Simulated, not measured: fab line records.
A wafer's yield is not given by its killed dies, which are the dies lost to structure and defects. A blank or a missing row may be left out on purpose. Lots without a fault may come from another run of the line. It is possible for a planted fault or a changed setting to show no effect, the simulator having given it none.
Chamber matching || flow n5Finfet || rieDiel-06 running N5_BEOL_M8_ETCH_61: 4 sister chambers
The step etches SiARC in CF4, target depth 45.5 nm, time 75.8 s. 4 wafers are shown with their chamber, then 11 later ones without.

== WAFERS WITH THEIR CHAMBER ==
{"wafer": "L084.2", "chamber": 3, "drypumpMotorCurrentA (A)": 6.2}
{"wafer": "L085.5", "chamber": 1, "drypumpMotorCurrentA (A)": 6.0}
{"wafer": "L087.1", "chamber": 0, "drypumpMotorCurrentA (A)": 5.8}
{"wafer": "L089.1", "chamber": 2, "drypumpMotorCurrentA (A)": 5.9}

== WAFERS WHOSE CHAMBER IS MISSING ==
{"wafer": "L089.2", "drypumpMotorCurrentA (A)": 5.8}
{"wafer": "L089.5", "drypumpMotorCurrentA (A)": 6.0}
{"wafer": "L090.3", "drypumpMotorCurrentA (A)": 6.1}
{"wafer": "L090.5", "drypumpMotorCurrentA (A)": 5.9}
{"wafer": "L090.6", "drypumpMotorCurrentA (A)": 5.8}
{"wafer": "L091.2", "drypumpMotorCurrentA (A)": 5.9}
{"wafer": "L091.4", "drypumpMotorCurrentA (A)": 6.0}
{"wafer": "L091.5", "drypumpMotorCurrentA (A)": 5.9}
{"wafer": "L096.3", "drypumpMotorCurrentA (A)": 6.1}
{"wafer": "L096.4", "drypumpMotorCurrentA (A)": 6.1}
{"wafer": "L096.5", "drypumpMotorCurrentA (A)": 5.8}

== EACH ONE'S CHAMBER ==
{"wafer": "L089.2", "from the rows above": "can't be placed: 0 or 2", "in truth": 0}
{"wafer": "L089.5", "from the rows above": "can't be placed: 1 or 2", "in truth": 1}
{"wafer": "L090.3", "from the rows above": "can't be placed: 1 or 3 or 2", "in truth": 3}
{"wafer": "L090.5", "from the rows above": "can't be placed: 2 or 1 or 0", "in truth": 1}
{"wafer": "L090.6", "from the rows above": "can't be placed: 0 or 2", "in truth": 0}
{"wafer": "L091.2", "from the rows above": "can't be placed: 2 or 1 or 0", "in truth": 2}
{"wafer": "L091.4", "from the rows above": "can't be placed: 1 or 2", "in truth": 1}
{"wafer": "L091.5", "from the rows above": "can't be placed: 2 or 1 or 0", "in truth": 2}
{"wafer": "L096.3", "from the rows above": "can't be placed: 1 or 3 or 2", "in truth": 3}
{"wafer": "L096.4", "from the rows above": "can't be placed: 1 or 3 or 2", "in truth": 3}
{"wafer": "L096.5", "from the rows above": "can't be placed: 0 or 2", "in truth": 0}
0 of 11 placed correctly. These rows do not allow placing 11 (true chamber among the candidates in 11). Number placed wrongly: 0.
How it was worked out, from the rows above alone: a wafer's distance from a chamber is the root of the sum, over the readings, of the square of ((its reading less the chamber's mean) divided by the reading's scatter). The wafer belongs to the nearest chamber; if the next one is less than 2 further off, it can't be placed. Each chamber's mean is taken over the wafers shown for it. The scatter (one wafer shown for each chamber): square how far every hidden wafer sits from the nearest shown wafer, average those squares and take the square root.
